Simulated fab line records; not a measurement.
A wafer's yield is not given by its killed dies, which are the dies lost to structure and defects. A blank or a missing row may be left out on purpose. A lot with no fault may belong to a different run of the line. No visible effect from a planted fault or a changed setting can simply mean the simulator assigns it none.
Split-lot experiment | flow n5_finfet | 7 lots, 21 wafers read, on a route of 1938 steps

THE SPLIT ITSELF
At N5_MOL_CONTACT_COAG_COAT_76 (time 60 s, resist thk 10 nm), the setting spin_rpm was moved away from the recipe's 1500 rpm on 7 of the 21 wafers read, by -10.7% to +5.7%. All remaining wafers had this setting at the recipe value.

FROM THE SPLIT TO THE READING: what the file shows between them, 7 steps
- N5_MOL_CONTACT_COAG_COAT_77: time 60 s, resist thk 10 nm
- N5_MOL_CONTACT_COAG_COAT_78: resist thk 40 nm
- N5_MOL_CONTACT_COAG_DESCUM_88: chemistry O2, time 7 s
- N5_MOL_CONTACT_COAG_ETCH_89: etches underlayer in N2/H2, target depth 13 nm, time 10.4 s
- N5_MOL_CONTACT_COAG_ETCH_90: etches SiARC in CF4, target depth 13 nm, time 21.7 s
- N5_MOL_CONTACT_COAG_ALD_131: deposits SiO2, target thk 5 nm, pulse time 1 s, co reactant pulse time 1 s
- N5_MOL_CONTACT_COAG_ETCHBACK_132: etches SiO2 in CHF3, target depth 10 nm, time 6.7 s

THE READING
SiARC_of_MOL_CONTACT_COAG_COAT_76.thk_nm (the simulator's own value, which no gauge read), in nm, at N5_MOL_CONTACT_COAG_ETCH_91 (etches SOC in N2/H2, target depth 60 nm, overetch 21 nm, time 101.2 s). There is no usual value for it anywhere in the file. Average 5.8 nm, standard deviation 0.07 nm, over the 14 wafers here run with the recipe.

wafer  | tool, chamber at the split | spin_rpm as run, rpm | against the recipe | SiARC_of_MOL_CONTACT_COAG_COAT_76.thk_nm, nm | against lot-mates on the recipe
L075.1 | litho_track-03, 0          | 1500                 | recipe             | 6                                            | -
L075.3 | litho_track-03, 0          | 1500                 | recipe             | 6                                            | -
L075.4 | litho_track-03, 0          | 1500                 | recipe             | 5.8                                          | -
L076.1 | litho_track-03, 0          | 1500                 | recipe             | 5.8                                          | -
L076.2 | litho_track-03, 0          | 1500                 | recipe             | 5.8                                          | -
L076.6 | litho_track-03, 0          | 1500                 | recipe             | 5.8                                          | -
L077.2 | litho_track-04, 0          | 1351                 | -9.9%              | 6.4                                          | +0.6
L077.5 | litho_track-04, 0          | 1351                 | -9.9%              | 6.2                                          | +0.4
L077.6 | litho_track-04, 0          | 1500                 | recipe             | 5.8                                          | -
L080.4 | litho_track-01, 0          | 1500                 | recipe             | 5.8                                          | -
L080.6 | litho_track-01, 0          | 1500                 | recipe             | 5.8                                          | -
L080.5 | litho_track-01, 0          | 1457                 | -2.9%              | 6                                            | +0.2
L087.1 | litho_track-01, 0          | 1500                 | recipe             | 5.8                                          | -
L087.2 | litho_track-01, 0          | 1500                 | recipe             | 5.8                                          | -
L087.4 | litho_track-01, 0          | 1500                 | recipe             | 5.8                                          | -
L089.2 | litho_track-01, 0          | 1586                 | +5.7%              | 5.4                                          | -0.4
L089.5 | litho_track-01, 0          | 1586                 | +5.7%              | 5.4                                          | -0.4
L089.3 | litho_track-01, 0          | 1500                 | recipe             | 5.8                                          | -
L090.1 | litho_track-03, 0          | 1339                 | -10.7%             | 6.2                                          | +0.4
L090.4 | litho_track-03, 0          | 1339                 | -10.7%             | 6.2                                          | +0.4
L090.2 | litho_track-03, 0          | 1500                 | recipe             | 5.8                                          | -

THE FIT
A straight line over all 21 wafers: SiARC_of_MOL_CONTACT_COAG_COAT_76.thk_nm changes by -0.047 nm for each +1% of spin_rpm; r = -0.93; the points scatter about the line by 0.092 nm.
The same after taking each lot's own level away (the mean of its wafers on the recipe; 21 wafers): -0.0484 nm for each +1%; r = -0.95; scatter 0.074 nm.
The reading moves by 0.52 nm for the largest change in spin_rpm, on that fit.
From 5.80 to 5.93 nm: that is the span of the lots' own levels, equal to 1.9 times the standard deviation above.
The two slopes are in agreement: the lot-to-lot level therefore moves the slope only a little.
Check: for one of the wafers moved furthest among these (-10.7%), held out of the fit, the line's prediction against its lot-mates is +0.532 nm. It came out at +0.4 nm against them.

THE WHOLE CHAIN: every reading that the file lists as answering this split, in the file's order
step                        | what it does                                                          | reading                                                                                     | change (the file's fit)                | r (the file's)
N5_MOL_CONTACT_COAG_COAT_76 | time 60 s, resist thk 10 nm                                           | SiARC_of_MOL_CONTACT_COAG_COAT_76.thk_nm (the simulator's own value, which no gauge read)   | -0.0554 nm for each +1% of the setting | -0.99
N5_MOL_CONTACT_COAG_ETCH_90 | etches SiARC in CF4, target depth 13 nm, time 21.7 s                  | etch.depth_nm (the simulator's own value, which no gauge read)                              | -0.0532 nm for each +1% of the setting | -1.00
N5_MOL_CONTACT_COAG_ETCH_90 | etches SiARC in CF4, target depth 13 nm, time 21.7 s                  | CAR-EUV_of_MOL_CONTACT_COAG_COAT_78.thk_nm (the simulator's own value, which no gauge read) | +0.0456 nm for each +1% of the setting | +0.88
N5_MOL_CONTACT_COAG_ETCH_91 | etches SOC in N2/H2, target depth 60 nm, overetch 21 nm, time 101.2 s | SiARC_of_MOL_CONTACT_COAG_COAT_76.thk_nm (the simulator's own value, which no gauge read)   | -0.0476 nm for each +1% of the setting | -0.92

THE FILE'S OWN FIT
SiARC_of_MOL_CONTACT_COAG_COAT_76.thk_nm changes by -0.0476 nm for each +1% of spin_rpm, r = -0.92.
